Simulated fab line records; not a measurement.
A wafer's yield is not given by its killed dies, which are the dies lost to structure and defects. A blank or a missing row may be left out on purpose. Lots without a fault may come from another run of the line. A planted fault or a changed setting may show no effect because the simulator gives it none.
Chamber matching + flow n5_finfet + cvd_co-01 running N5_BEOL_M2_CVD_47: 3 sister chambers
The step deposits Co from CCTBA/H2, target thk 3 nm, time 223.8 s. 3 wafers are shown with their chamber, then 6 later ones without.

## WAFERS WITH THEIR CHAMBER
| wafer  | chamber | run_length_s (s) |
|--------|---------|------------------|
| L428.6 | 0       | 247.3            |
| L435.1 | 1       | 246.4            |
| L435.3 | 2       | 246.2            |

## WAFERS WITHOUT THEIR CHAMBER
| wafer  | run_length_s (s) |
|--------|------------------|
| L435.4 | 246.6            |
| L436.4 | 246.7            |
| L436.5 | 246.8            |
| L439.3 | 246.7            |
| L439.4 | 246.2            |
| L438.3 | 246.5            |

## WHICH CHAMBER EACH WENT THROUGH
| wafer  | from the rows above          | in truth |
|--------|------------------------------|----------|
| L435.4 | can't be placed: 1 or 2 or 0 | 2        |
| L436.4 | can't be placed: 1 or 2 or 0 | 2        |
| L436.5 | can't be placed: 1 or 0 or 2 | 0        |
| L439.3 | can't be placed: 1 or 2 or 0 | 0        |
| L439.4 | can't be placed: 2 or 1      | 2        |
| L438.3 | can't be placed: 1 or 2      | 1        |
0 of 6 placed correctly. Can't be placed from these rows: 6 (the true chamber is among the candidates in 6). Placed wrongly: 0.
How it was worked out, from the rows above alone: a wafer's distance from a chamber is the root of the sum, over the readings, of the square of ((its reading less the chamber's mean) divided by the reading's scatter). The wafer belongs to the nearest chamber; if the next one is less than 2 further off, it can't be placed. For every chamber, the mean is computed from those of its wafers that are shown. The scatter: root of mean squared gap, hidden wafer to nearest shown wafer, with one shown wafer a chamber.
